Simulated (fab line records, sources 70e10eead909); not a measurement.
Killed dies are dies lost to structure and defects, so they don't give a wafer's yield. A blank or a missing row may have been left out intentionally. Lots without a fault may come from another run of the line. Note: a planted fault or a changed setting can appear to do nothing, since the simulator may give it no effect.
fab line records	flow nandHarc
record: lots: 7	wafers: 21	lastDay: 33
route steps=1302 shown A_WL_FILL@959 END@1302
lots that met no fault: taken from a fault-free run of the same line
startH: hours from the record's first day to the start of the lot's first wafer shown	waitH: hours elapsed since this lot's preceding step	" the same as in the row above	L1.1+2: a row that stands for several wafers	- no value present, or no start provided	* or withheld: withheld	< > ~ a bound
route shown NAME@n: names a module that has steps shown in the file, with the first one's number in the route	usual: mean and standard deviation over wafers with no fault	same: alike in all rows	chamber/n: place in a boat	sites: each site's reading	_std_site: how widely they spread, as a standard deviation	_edge_site: mean of outer sites minus mean of inner sites	radiusMm: for every site, how far away it sits from the centre of the wafer	mask NAME#n: copy n	behind: the last tool/chamber to shape the wafer	hold: why the lot was held/for how many hours/how that ended	device: transistor that didn't switch, given as n, p or np	end of line: the route-end tests of the same wafers	where a step has no rows: the recipe by itself	killed: not the wafer's yield, but the dies lost to structure and defects at the first sort	map: shows each die of a wafer: x if killed, . if not, _ if none is there
set.NAME: the setting the step ran with; set.NAME@STEP: the setting that earlier step ran with	model.NAME: the simulator's own value behind a step, which no gauge read
lots seen at some steps along the route; tables by step, rows by wafer
services: the hour from which a tool's chamber was out of use, counted from the record's first day as startH (under 0 if before that day), plus the number of hours and why
== steps ==
step: NHARC_A_WL_FILL_STRIP_27
recipe: powerW: 1500	tempC: 250	timeS: 20	chemistry: N2/H2
usual: drypumpMotorCurrentA: 5.8/0.42	heaterPowerW: 333/56
lot.wafer	tool	chamber	startH	waitH	drypumpMotorCurrentA	heaterPowerW	rfHoursCounterH
L374.2	plasmaAsher-02	0	460.44	0.1	5.4	259	34
L374.4	"	1	"	"	5.4	328	-
L374.3	"	0	"	"	5.4	260	-
L378.4	plasmaAsher-01	0	488.84	0.1	6.4	357	-
L378.3	"	1	"	"	5.9	434	-
L378.5	"	1	"	"	5.9	435	-
L383.1	plasmaAsher-01	0	554.84	0.1	6.4	355	4
L383.5	"	1	"	"	5.9	413	-
L383.6	"	0	"	"	6.4	348	-
L384.1	plasmaAsher-01	0	565.94	0.1	6.4	337	6
L384.2	"	1	"	"	5.9	409	6
L384.4	"	0	"	"	6.4	355	-
L386.2	plasmaAsher-01	1	595.17	0.1	5.9	420	12
L386.1	"	0	"	"	6.4	354	12
L386.3	"	0	"	"	6.4	350	-
L394.4	plasmaAsher-01	1	683.58	0.1	5.9	427	-
L394.3	"	0	"	"	6.4	342	-
L394.6	"	0	"	"	6.4	355	-
L397.1	plasmaAsher-02	0	687.44	0.1	5.4	269	7
L397.2	"	1	"	"	5.4	313	7
L397.6	"	0	"	"	5.4	276	-
step: NHARC_A_WL_FILL_STRIP_28
recipe: timeS: 1200	tempC: 72.5	chemistry: postEtchResidueRemover
step: NHARC_A_WL_FILL_PRECLEAN_06
recipe: timeS: 300	chemistry: DIW
step: NHARC_A_WL_FILL_SRD_07
step: NHARC_A_WL_FILL_ANNEAL_08
recipe: tempC: 450	timeS: 1800
step: NHARC_A_WL_FILL_ALD_10
recipe: targetThkA: 500	pulseTimeS: 10	aldCycles: 500	tempC: 300	material: SiO2
usual: heaterPowerW: 474/37	precursorPulseHeightRel: 0.998/0.021
lot.wafer	tool	chamber	startH	waitH	heaterPowerW	precursorPulseHeightRel
L374.4	aldHk-02	3	465.79	0.5	443	0.992
L374.2	"	0	"	"	506	1.006
L374.3	"	1	"	"	424	0.998
L378.4	aldHk-03	1	495.51	0.6	454	1.017
L378.3	"	2	"	"	455	0.976
L378.5	"	0	497.06	2.1	509	1.006
L383.1	aldHk-01	1	562.91	0.1	494	1.012
L383.6	"	1	564.97	2.1	496	1.023
L383.5	"	2	"	"	490	1.004
L384.1	aldHk-01	2	571.11	0.1	488	0.998
L384.2	"	3	"	"	453	0.999
L384.4	"	1	572.64	1.6	487	0.993
L386.3	aldHk-03	2	600.05	0.1	444	0.983
L386.2	"	0	601.08	1.1	506	0.987
L386.1	"	1	"	"	454	1.009
L394.3	aldHk-01	2	693.83	1.8	512	1.027
L394.4	"	3	"	"	458	1.025
L394.6	"	1	695.38	3.4	502	0.976
L397.1	aldHk-03	3	694.71	2.7	543	0.980
L397.2	"	1	695.73	3.7	453	0.974
L397.6	"	0	697.26	5.3	505	0.973
step: NHARC_A_WL_FILL_ETCHBACK_16
recipe: targetDepthA: 1200	timeS: 24	c4f8FlowSccm: withheld	o2FlowSccm: 8	arFlowSccm: withheld	rfW: 600	biasW: 800	chemistry: C4F8/O2/Ar
usual: oesProductAu: 0.98/0.03	rfVppV: 722/3.8
lot.wafer	tool	chamber	startH	waitH	oesProductAu	rfHoursCounterH	rfVppV
L374.3	rieDiel-09	2	-	-	1.01	3.9	719
L374.2	"	3	"	"	0.99	4.8	719
L374.4	"	0	"	"	0.98	5.0	730
L378.3	rieDiel-11	2	-	-	0.99	1.4	724
L378.4	"	3	"	"	0.99	1.7	720
L378.5	"	2	"	"	1.01	-	723
L383.1	rieDiel-08	3	-	-	1.00	1.2	726
L383.5	"	0	"	"	0.99	-	724
L383.6	"	1	"	"	0.99	-	729
L384.2	rieDiel-11	0	-	-	1.00	4.6	722
L384.4	"	1	"	"	0.99	4.3	718
L384.1	"	2	"	"	1.00	2.9	723
L386.1	rieDiel-08	1	-	-	0.92	3.4	727
L386.3	"	3	"	"	0.95	2.7	727
L386.2	"	0	"	"	0.92	3.4	724
L394.4	rieDiel-08	1	-	-	1.00	8.1	728
L394.3	"	2	"	"	1.00	7.7	717
L394.6	"	2	"	"	1.01	-	716
L397.1	rieDiel-09	3	-	-	0.98	1.0	721
L397.2	"	2	"	"	1.00	1.0	719
L397.6	"	3	"	"	0.99	-	719
step: NHARC_A_WL_FILL_STRIP_29
recipe: timeS: 20	o2FlowSccm: 500	arFlowSccm: 0	biasW: 0	chemistry: O2
usual: drypumpMotorCurrentA: 5.7/0.51	oesProductAu: 0.999/0.0093	rfVppV: 57.8/0.94	showerheadPlenumPTorr: 3.47/0.14	throttleValvePct: 17.035/0.01
lot.wafer	tool	chamber	startH	waitH	drypumpMotorCurrentA	oesProductAu	rfHoursCounterH	rfVppV	showerheadPlenumPTorr	throttleValvePct
L374.2	rieDiel-09	2	470.54	0.1	4.9	1.005	3.9	58.6	3.36	17.030
L374.4	"	3	"	"	5.8	1.003	4.9	58.0	3.38	17.051
L374.3	"	0	"	"	6.3	0.982	5.0	57.9	3.73	17.028
L378.3	rieDiel-11	1	499.76	0.1	5.9	0.993	1.8	56.6	3.33	17.042
L378.4	"	3	"	"	5.1	0.993	1.7	57.8	3.44	17.026
L378.5	"	1	"	"	5.9	0.996	-	57.9	3.33	17.019
L383.1	rieDiel-08	0	567.66	0.1	5.7	0.986	1.4	57.2	3.54	17.034
L383.5	"	2	"	"	6.2	1.010	-	57.7	3.34	17.031
L383.6	"	3	"	"	6.9	1.011	-	59.5	3.64	17.044
L384.4	rieDiel-11	2	575.82	0.1	5.0	1.012	3.0	57.4	3.51	17.041
L384.2	"	3	"	"	5.1	1.000	4.5	58.0	3.44	17.029
L384.1	"	0	"	"	5.8	1.006	4.6	59.3	3.43	17.047
L386.3	rieDiel-08	1	604.77	0.1	5.2	0.991	3.5	59.0	3.70	17.026
L386.1	"	3	"	"	6.8	1.009	2.7	57.9	3.64	17.055
L386.2	"	0	"	"	5.7	0.997	3.4	59.2	3.54	17.038
L394.3	rieDiel-08	0	698.05	0.1	5.7	0.998	8.9	56.3	3.54	17.029
L394.4	"	3	"	"	6.9	1.018	7.7	58.4	3.64	17.037
L394.6	"	1	"	"	5.2	0.992	-	57.9	3.70	17.038
L397.2	rieDiel-09	2	699.47	0.1	4.9	1.006	1.0	58.9	3.36	17.054
L397.1	"	3	"	"	5.8	0.985	1.0	57.5	3.38	17.022
L397.6	"	3	"	"	5.8	0.986	-	57.4	3.38	17.044
step: NHARC_A_WL_FILL_ETCHBACK_17
recipe: targetDepthA: 40	timeS: 26.7	chemistry: Cl2/BCl3
usual: drypumpMotorCurrentA: 6.02/0.29	oesProductAu: 0.997/0.0078
lot.wafer	tool	chamber	startH	waitH	drypumpMotorCurrentA	oesProductAu	rfHoursCounterH
L374.2	rieMetal-02	0	470.65	-	5.78	0.995	0
L374.4	"	1	"	"	5.79	0.998	-
L374.3	"	0	"	"	5.76	0.998	-
L378.4	rieMetal-02	0	499.88	-	5.79	0.999	-
L378.3	"	1	"	"	5.78	1.002	-
L378.5	"	0	"	"	5.79	0.998	-
L383.1	rieMetal-03	1	567.76	-	6.17	0.995	0.7
L383.6	"	0	"	"	6.26	0.997	-
L383.5	"	1	"	"	6.16	0.994	-
L384.1	rieMetal-02	0	575.90	-	5.76	1.012	2.0
L384.2	"	1	"	"	5.80	1.007	2.0
L384.4	"	1	"	"	5.81	0.999	-
L386.2	rieMetal-03	1	604.86	-	6.16	0.980	1.4
L386.1	"	0	"	"	6.26	1.001	1.4
L386.3	"	0	"	"	6.26	1.001	-
L394.3	rieMetal-01	0	698.18	-	5.76	1.003	-
L394.4	"	1	"	"	6.45	0.999	-
L394.6	"	0	"	"	5.73	1.009	-
L397.1	rieMetal-01	1	699.59	0.1	6.44	0.990	2.0
L397.2	"	0	"	"	5.73	0.986	2.0
L397.6	"	1	"	"	6.41	0.989	-
step: NHARC_A_WL_FILL_PRECLEAN_18
recipe: timeS: 30	chemistry: dHF
step: NHARC_A_WL_FILL_SRD_21
step: NHARC_A_WL_FILL_CVD_23
recipe: targetThkA: 400	tempC: 620	pressureMtorr: 200	timeS: 800	material: poly-Si
usual: spikeTcCentreC: 619.5/1.5	spikeTcTopC: 637/3.6	zonePowerLowerPct: 8.50/0.18
lot.wafer	tool	chamber	startH	waitH	spikeTcCentreC	spikeTcTopC	zonePowerLowerPct
L374.2	lpcvdPoly-03	0	473.21	2.3	622.0	636	8.47
L374.3	"	0	"	"	618.8	637	8.26
L374.4	"	0	"	"	620.0	635	8.33
L378.3	lpcvdPoly-03	0	532.68	32.6	620.5	635	8.43
L378.4	"	0	"	"	619.9	636	8.41
L378.5	"	0	"	"	620.5	638	8.50
L384.1	lpcvdPoly-03	0	578.46	2.3	620.8	633	8.39
L384.2	"	0	"	"	620.6	638	8.37
L384.4	"	0	"	"	620.3	636	8.53
L383.1	lpcvdPoly-02	0	602.11	34.1	619.0	634	8.70
L383.5	"	0	"	"	617.6	634	8.81
L383.6	"	0	"	"	618.7	636	8.84
L386.1	lpcvdPoly-01	0	637.50	32.4	620.0	646	8.43
L386.2	"	0	"	"	619.5	645	8.26
L386.3	"	0	"	"	619.0	644	8.27
L394.3	lpcvdPoly-02	0	700.81	2.4	616.9	634	8.67
L394.4	"	0	"	"	618.6	637	8.66
L394.6	"	0	"	"	618.4	636	8.92
L397.1	lpcvdPoly-02	0	700.81	1.0	617.5	635	8.83
L397.2	"	0	"	"	617.5	635	8.87
L397.6	"	0	"	"	616.8	633	8.76
step: NHARC_A_WL_FILL_ETCHBACK_26
recipe: targetDepthA: 520	timeS: 13.3	hbrFlowSccm: 150	rfW: 350	icpW: 350	biasW: 60	chemistry: HBr
step: NHARC_END_SORT_01
recipe: tempC: 25
usual: killedAtArray: 52/18	killedAtOther: 1.2/1.5	killedAtPeriphery: 4/3.2	killedDies: 57/17	killedOpen: 3.1/1.9	killedShort: 2.5/1.7
same: grossDies: 677
lot.wafer	tool	chamber	startH	waitH	killedAtArray	killedAtOther	killedAtPeriphery	killedDies	killedOpen	killedShort
L378.3	prober-01	0	617.87	3.1	63	1	3	67	4	3
L378.4	prober-01	0	618.66	3.4	60	2	6	68	5	1
L378.5	prober-01	0	619.45	3.7	82	3	6	91	8	4
L383.1	prober-02	0	684.82	2.5	88	0	3	91	6	4
L383.5	prober-02	0	687.99	3.7	81	0	1	82	3	1
L383.6	prober-02	0	688.78	4.0	89	0	3	92	2	2
L386.1	prober-02	0	715.53	2.5	55	0	8	63	2	1
L386.2	prober-02	0	716.33	2.8	70	1	4	75	6	4
L386.3	prober-02	0	717.13	3.1	69	0	3	72	2	4
L397.1	prober-02	0	789.36	2.5	44	0	2	46	1	3
L397.2	prober-02	0	790.16	2.8	44	1	3	48	4	5
L397.6	prober-02	0	793.35	4.0	46	0	3	49	8	1
killed by level:class
L378.3 A_SLIT:chamberFilmFlake=24 A_CHANNEL_HOLE_D1:chamberFilmFlake=19 A_CHANNEL_HOLE_D2:chamberFilmFlake=8 A_CHANNEL_FILL_D1:chamberFilmFlake=3 A_WL_FILL:geometricParticle:short=2 A_STAIRCASE:chamberFilmFlake=2 P_M1:geometricParticle:open=1 P_M2:geometricParticle:open=1
L378.4 A_CHANNEL_HOLE_D1:chamberFilmFlake=29 A_SLIT:chamberFilmFlake=16 A_CHANNEL_HOLE_D2:chamberFilmFlake=8 A_M0:geometricParticle:open=2 P_ZERO_WELL:chamberFilmFlake=2 P_M0:chamberFilmFlake=2 THIN_TSV:chamberFilmFlake=2 P_CONTACT:geometricParticle:open=1
L378.5 A_CHANNEL_HOLE_D1:chamberFilmFlake=32 A_SLIT:chamberFilmFlake=27 A_CHANNEL_HOLE_D2:chamberFilmFlake=10 P_CONTACT:geometricParticle:open=2 P_M0:geometricParticle:open=2 A_DECK1_JOINT:geometricParticle:open=2 P_ZERO_WELL:chamberFilmFlake=2 A_CONTACT:chamberFilmFlake=2
L383.1 A_SLIT:chamberFilmFlake=32 A_CHANNEL_HOLE_D1:chamberFilmFlake=25 A_CHANNEL_HOLE_D2:chamberFilmFlake=15 A_STAIRCASE:chamberFilmFlake=5 A_CHANNEL_FILL_D1:geometricParticle:open=2 A_ONON_D1:geometricParticle:short=1 A_DECK1_JOINT:geometricParticle:short=1 A_CHANNEL_HOLE_D2:geometricParticle:open=1
L383.5 A_SLIT:chamberFilmFlake=35 A_CHANNEL_HOLE_D1:chamberFilmFlake=17 A_CHANNEL_HOLE_D2:chamberFilmFlake=13 A_CONTACT:chamberFilmFlake=6 A_STAIRCASE:chamberFilmFlake=4 A_WL_FILL:chamberFilmFlake=2 P_GATE:geometricParticle:open=1 A_SOURCE_PLATE:geometricParticle:open=1
L383.6 A_SLIT:chamberFilmFlake=34 A_CHANNEL_HOLE_D1:chamberFilmFlake=29 A_CHANNEL_HOLE_D2:chamberFilmFlake=13 A_STAIRCASE:chamberFilmFlake=3 A_CHANNEL_FILL_D2:chamberFilmFlake=2 A_CONTACT:chamberFilmFlake=2 A_SOURCE_PLATE:geometricParticle:short=1 A_DECK1_JOINT:geometricParticle:short=1
L386.1 A_SLIT:chamberFilmFlake=30 A_CHANNEL_HOLE_D1:chamberFilmFlake=22 P_GATE:chamberFilmFlake=4 P_ZERO_WELL:chamberFilmFlake=2 P_M0:geometricParticle:short=1 P_M1:geometricParticle:open=1 A_M0:geometricParticle:open=1 A_ZERO_WELL:chamberFilmFlake=1
L386.2 A_CHANNEL_HOLE_D1:chamberFilmFlake=34 A_SLIT:chamberFilmFlake=25 P_M0:geometricParticle:short=2 P_GATE:chamberFilmFlake=2 A_ZERO_WELL:chamberFilmFlake=2 A_DECK1_JOINT:geometricParticle:open=1 A_ONON_D2:geometricParticle:open=1 A_CHANNEL_HOLE_D2:geometricParticle:short=1
L386.3 A_SLIT:chamberFilmFlake=30 A_CHANNEL_HOLE_D1:chamberFilmFlake=30 A_ONON_D2:geometricParticle:short=2 A_ONON_D1:geometricParticle:open=1 A_CHANNEL_FILL_D1:geometricParticle:short=1 A_CONTACT:geometricParticle:open=1 A_BLC:geometricParticle:short=1 P_ZERO_WELL:chamberFilmFlake=1
L397.1 A_SLIT:chamberFilmFlake=29 A_CHANNEL_HOLE_D1:chamberFilmFlake=8 A_STAIRCASE:chamberFilmFlake=2 A_ONON_D1:geometricParticle:short=1 A_SGD_CUT:geometricParticle:short=1 A_SLIT:geometricParticle:open=1 A_WL_FILL:geometricParticle:short=1 P_STI:chamberFilmFlake=1
L397.2 A_SLIT:chamberFilmFlake=18 A_CHANNEL_HOLE_D1:chamberFilmFlake=12 A_STAIRCASE:chamberFilmFlake=3 A_CONTACT:chamberFilmFlake=3 P_CONTACT:geometricParticle:open=2 A_CHANNEL_FILL_D1:geometricParticle:short=2 A_CHANNEL_FILL_D1:geometricParticle:open=1 A_DECK1_JOINT:geometricParticle:open=1
L397.6 A_SLIT:chamberFilmFlake=29 A_CHANNEL_HOLE_D1:chamberFilmFlake=7 P_M0:geometricParticle:open=3 A_ONON_D1:geometricParticle:open=2 A_CHANNEL_HOLE_D2:chamberFilmFlake=2 A_SOURCE_PLATE:geometricParticle:open=1 A_CHANNEL_HOLE_D1:geometricParticle:short=1 A_ONON_D2:geometricParticle:open=1
== services ==
tool	chamber	startH	hours	kind
rieDiel-09	0	438.40	1.5	repair
aldHk-01	-	440.89	1.4	repair
rieMetal-02	-	454.00	9.0	pm
rieDiel-11	2	460.61	2.7	repair
plasmaAsher-02	-	461.71	9.0	pm
rieDiel-11	0	463.13	1.7	repair
aldHk-01	-	475.42	10.0	pm
lpcvdPoly-02	-	484.54	1.6	repair
rieDiel-09	-	497.10	9.0	pm
rieDiel-11	2	503.62	22.6	repair
plasmaAsher-01	-	519.89	9.0	pm
rieDiel-08	-	544.94	9.0	pm
aldHk-03	-	574.21	10.0	pm
rieDiel-09	0	590.65	132.0	repair
rieDiel-11	-	609.50	9.0	pm
rieMetal-02	-	631.00	9.0	pm
rieDiel-09	3	644.36	2.8	repair
rieDiel-08	-	647.97	0.5	repair
aldHk-01	-	653.42	10.0	pm
rieDiel-11	1	660.60	4.8	repair
rieDiel-08	3	668.90	8.3	repair
rieDiel-09	-	674.10	9.0	pm
rieDiel-11	0	674.76	4.6	repair
rieDiel-09	1	687.77	108.4	repair
== key ==
firstSign: step: NHARC_A_WL_FILL_CVD_23	reading: waitH	direction: changed
effect none on later readings
metAt NHARC_A_WL_FILL_CVD_23
struckWafers L378.3,L378.4,L378.5,L383.1,L383.5,L383.6,L386.1,L386.2,L386.3
testerLeftOut L378,L383,L386
fault: kind: queueTimeViolation	tool: lpcvdPoly-01,lpcvdPoly-02,lpcvdPoly-03	chamber: 0	onsetH: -	steps: NHARC_A_WL_FILL_CVD_23	delayHr: 30	scope: struckLotsOnly
testerLeftOut: of these lots the tester's yield and bins aren't shown, on N5 and GAA mostly nor the transistor test; their killed dies are dies lost to structure and defects alone, not to doping, threshold or leakage, so they don't give the yield
